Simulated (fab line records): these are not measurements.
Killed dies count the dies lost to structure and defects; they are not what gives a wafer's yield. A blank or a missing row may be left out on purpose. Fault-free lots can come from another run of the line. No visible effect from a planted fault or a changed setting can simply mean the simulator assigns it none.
A struck lot beside a sound one ; flow nand_harc ; 13 out of 1302 route steps
Sound: wafers L495.2, L495.3, L495.6. Struck: wafers L513.1, L513.4 (left out: L513.3, a lot-mate that was not struck); the cause follows at the end.
At each step with rows: each side's tool, then ch and its chambers, then its first start. Under that, the readings that differ: sound wafers ; struck wafers ; difference of the means ; sigmas: that difference in standard deviations of wafers without a fault.
alike: a reading whose means differ by less than 2 such deviations, as well as words and numbers matching on both sides. not compared: withheld readings; readings where some wafer has no value; bounds like >300 that might hide an equal value; numbers whose values overlap and for which the record gives no deviation.
A row with sigmas, a row that says differs or no value, or rows on one side alone: a step with any of these is where the two part. When numbers do not overlap yet have no deviation, they are printed without sigmas and do not part them. Lack of a reading on every wafer of one side parts them only where that side has two or more wafers.

NHARC_A_SLIT_CD_MEAS_21:
  struck on cd_sem-02, day 28 19:35; sound on cd_sem-03, day 20 10:28
  alike: cd_nm
then, 3 steps without rows for these wafers: NHARC_A_SIN_REMOVE_WET_00 (chemistry H3PO4, time 15300 s); NHARC_A_SIN_REMOVE_PRECLEAN_01 (cleans in SC1); NHARC_A_SIN_REMOVE_SRD_02.
NHARC_A_SIN_REMOVE_INSPECT_04:
  struck on defect_inspect-01, day 29 02:17; sound on defect_inspect-02, day 20 17:06
  alike: raw_defect_count
NHARC_A_WL_FILL_ALD_00: deposits Al2O3, target thk 3 nm, pulse time 3 s, ald cycles 30.
  sound on ald_hk-02 ch 0,1,2, day 20 17:11; struck on ald_hk-03 ch 0,1, day 29 02:21
  alike: heater_power_w, precursor_pulse_height_rel
  not compared: since_wet_clean_h
NHARC_A_WL_FILL_RTA_01: time 5 s.
  sound on rtp_anneal-02 ch 0, day 20 17:27; struck on rtp_anneal-02 ch 0, day 29 02:37
  alike: lamp_power_pct, lamp_zone_7_pct, wafer_temp_C_max
NHARC_A_WL_FILL_ALD_02: deposits TiN, target thk 2 nm, pulse time 3 s, ald cycles 100.
  sound on ald_metal-02 ch 1,3, day 20 17:40; struck on ald_metal-03 ch 1,2, day 29 02:49
  alike: heater_power_w, precursor_pulse_height_rel
  not compared: since_wet_clean_h
NHARC_A_WL_FILL_CVD_03: deposits W, target thk 40 nm, time 279 s.
  sound on cvd_w-01 ch 0,1, day 20 18:10; struck on cvd_w-01 ch 1, day 29 03:23
  alike: heater_power_w, throttle_valve_pct
  not compared: since_wet_clean_h
NHARC_A_WL_FILL_ETCHBACK_04: etches the open film in NF3, target depth 60 nm, time 120 s.
  sound on rie_metal-03 ch 0,1, day 20 18:32; struck on rie_metal-01 ch 1, day 29 03:43
  alike: drypump_motor_current_A, oes_product_au, run_length_s
  not compared: rf_hours_counter_h
NHARC_A_WL_FILL_ETCHBACK_05: etches the open film in Cl2/BCl3, target depth 22 nm, time 60 s.
  sound on rie_metal-03 ch 0,1, day 20 18:46; struck on rie_metal-01 ch 0,1, day 29 03:58
reading;sound;struck;difference;sigmas
run_length_s (s);81.2 81.3 81.2;83.5 83.7;+2.4;+8
  alike: drypump_motor_current_A, oes_product_au
  not compared: rf_hours_counter_h
then, 1 step without rows for these wafers: NHARC_A_WL_FILL_STRIP_27 (strips in N2/H2, time 20 s).
-- record jumps: 4 days between struck wafers' starts before vs after; left off in module A_WL_FILL, resumes in module END, first step shown is number 1302 of the route --
NHARC_END_SORT_01:
  sound on prober-01 ch 0, day 24 20:10; struck on prober-02 ch 0, day 33 07:10
  alike: killed_at_array, killed_at_other, killed_at_periphery, killed_dies, killed_open, killed_short

WHERE THEY PART
Only at NHARC_A_WL_FILL_ETCHBACK_05, as far as this record shows. Later steps at which nothing parts them and some readings are alike: NHARC_END_SORT_01.

WHY: what the simulator had put in
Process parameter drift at NHARC_A_WL_FILL_ETCHBACK_05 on rie_metal-01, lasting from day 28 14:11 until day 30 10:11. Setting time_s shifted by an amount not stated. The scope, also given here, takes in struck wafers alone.
